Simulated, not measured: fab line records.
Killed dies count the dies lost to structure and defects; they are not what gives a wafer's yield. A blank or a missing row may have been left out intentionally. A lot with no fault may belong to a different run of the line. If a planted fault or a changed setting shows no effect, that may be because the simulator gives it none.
Matching of chambers || flow n5 finfet || rie diel-01 running N5_BEOL_M11_DESCUM_16: 4 sister chambers
The step chemistry O2, time 7.9 s. 4 wafers are shown with their chamber, then 9 later ones without.

WAFERS WITH THEIR CHAMBER
{"wafer": "L086.4", "chamber": 1, "drypump motor current A (A)": 5.8}
{"wafer": "L091.1", "chamber": 2, "drypump motor current A (A)": 6.1}
{"wafer": "L091.3", "chamber": 3, "drypump motor current A (A)": 6.2}
{"wafer": "L091.4", "chamber": 0, "drypump motor current A (A)": 5.3}

WAFERS WHOSE CHAMBER IS MISSING
{"wafer": "L094.4", "drypump motor current A (A)": 5.8}
{"wafer": "L094.5", "drypump motor current A (A)": 5.8}
{"wafer": "L094.6", "drypump motor current A (A)": 6.1}
{"wafer": "L093.1", "drypump motor current A (A)": 5.2}
{"wafer": "L093.2", "drypump motor current A (A)": 5.8}
{"wafer": "L093.3", "drypump motor current A (A)": 6.2}
{"wafer": "L096.1", "drypump motor current A (A)": 6.3}
{"wafer": "L096.2", "drypump motor current A (A)": 5.8}
{"wafer": "L096.4", "drypump motor current A (A)": 6.1}

CHAMBER TAKEN BY EACH
{"wafer": "L094.4", "from the rows above": 1, "in truth": 1}
{"wafer": "L094.5", "from the rows above": 1, "in truth": 1}
{"wafer": "L094.6", "from the rows above": 2, "in truth": 2}
{"wafer": "L093.1", "from the rows above": 0, "in truth": 0}
{"wafer": "L093.2", "from the rows above": 1, "in truth": 1}
{"wafer": "L093.3", "from the rows above": 3, "in truth": 3}
{"wafer": "L096.1", "from the rows above": 3, "in truth": 3}
{"wafer": "L096.2", "from the rows above": 1, "in truth": 1}
{"wafer": "L096.4", "from the rows above": 2, "in truth": 2}
9 of 9 placed correctly. Left unplaced by these rows: 0. Wrongly placed: 0.
How it was worked out, from the rows above alone: a wafer's distance from a chamber is the root of the sum, over the readings, of the square of ((its reading less the chamber's mean) divided by the reading's scatter). The wafer belongs to the nearest chamber; if the next one is less than 2 further off, it can't be placed. Each chamber's mean is taken over the wafers shown for it. The scatter: with one shown wafer a chamber, the root of the mean of the squares of how far each hidden wafer lies from its nearest shown one.
